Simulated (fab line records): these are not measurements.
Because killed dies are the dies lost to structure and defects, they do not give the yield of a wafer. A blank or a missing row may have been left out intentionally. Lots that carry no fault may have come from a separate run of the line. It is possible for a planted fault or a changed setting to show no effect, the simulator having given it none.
The same fault as seen by 2 desks	flow nandHarc	each desk holds nothing but its own numbers, with what lay behind them at the end

== AT THE TOOL OWNER'S DESK: rieDiel-13 ==
The tool's own readings at NHARC_A_CHANNEL_HOLE_D1_ETCH_38 (etches the open film in CF4, target depth 39 nm, time 65 s): means of the sampled wafers that have a number, for each lot that ran on this tool. A lot is out of limits, marked OUT, if its mean lies more than 4 standard deviations from the usual mean; the brackets give that distance.
Columns: A = drypumpMotorCurrentA at NHARC_A_CHANNEL_HOLE_D1_ETCH_38, usual 5.8 A; B = oesProductAu at NHARC_A_CHANNEL_HOLE_D1_ETCH_38, usual 1.006 a.u.; C = rfVppV at NHARC_A_CHANNEL_HOLE_D1_ETCH_38, usual 151.5 V; D = runLengthS at NHARC_A_CHANNEL_HOLE_D1_ETCH_38, usual 86.2 s; E = showerheadPlenumPTorr at NHARC_A_CHANNEL_HOLE_D1_ETCH_38, usual 1.79 Torr; F = throttleValvePct at NHARC_A_CHANNEL_HOLE_D1_ETCH_38, usual 13.283 %
lot	first seen here	A	B	C	D	E	F
L352	day 7 15:52	5.8	1.009	152.4	86.1	1.79	13.288
L353	day 8 15:53	5.9	1.012	151.0	86.0	1.78	13.277
L355	day 9 03:03	5.6	1.012	151.3	86.1	1.77	13.282
L365	day 11 07:10	5.9	0.999	150.6	81.1 (-13) OUT	1.73	13.280
L366	day 11 16:49	5.7	1.028	152.9	80.8 (-14) OUT	1.84	13.278
Finding of this desk: L365, L366 out of limits; the first was L365 at day 11 07:10, on runLengthS at NHARC_A_CHANNEL_HOLE_D1_ETCH_38. In limits: L352, L353, L355.

== AT THE METROLOGY DESK ==
Lot by lot, what the gauges showed, no matter which tool ran the lot: averages of those sampled wafers that carry a number. A lot is out of limits, marked OUT, if its mean lies more than 4 standard deviations from the usual mean; the brackets give that distance.
Columns: A = cdNm at NHARC_A_CHANNEL_HOLE_D1_CD_MEAS_18, usual 98.2 nm
lot	first seen here	A
L352	day 7 16:53	100.7
L353	day 8 16:55	96.6
L355	day 9 04:05	99.3
L354	day 9 05:08	98.7
L362	day 10 23:52	99.4
L365	day 11 08:12	97.8
L367	day 11 17:40	99.0
L366	day 11 17:50	97.6
L370	day 12 17:34	100.0
L368	day 12 18:26	97.8
L369	day 12 19:00	100.2
L375	day 13 21:19	94.9
Result from this desk: across the 12 lots, nothing is out of limits.

== ALL TOGETHER ==
On L365, L366, at day 11 07:10, an alarm was possible from the tool owner's desk.
Metrology desk: nothing out of limits seen.
The metrology desk has L365, L366 on record, within its limits.
NHARC_A_CHANNEL_HOLE_D1_ETCH_38 was run on rieDiel-13 by each of the lots named.

== WHAT HAD BEEN PUT IN BY THE SIMULATOR ==
rieDiel-13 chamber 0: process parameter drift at NHARC_A_CHANNEL_HOLE_D1_ETCH_38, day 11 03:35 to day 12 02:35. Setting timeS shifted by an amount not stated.
Shown lots that were struck: L365, L366.
Hours from the fault's start to each desk's first reading out of limits: the tool owner's desk, 4.
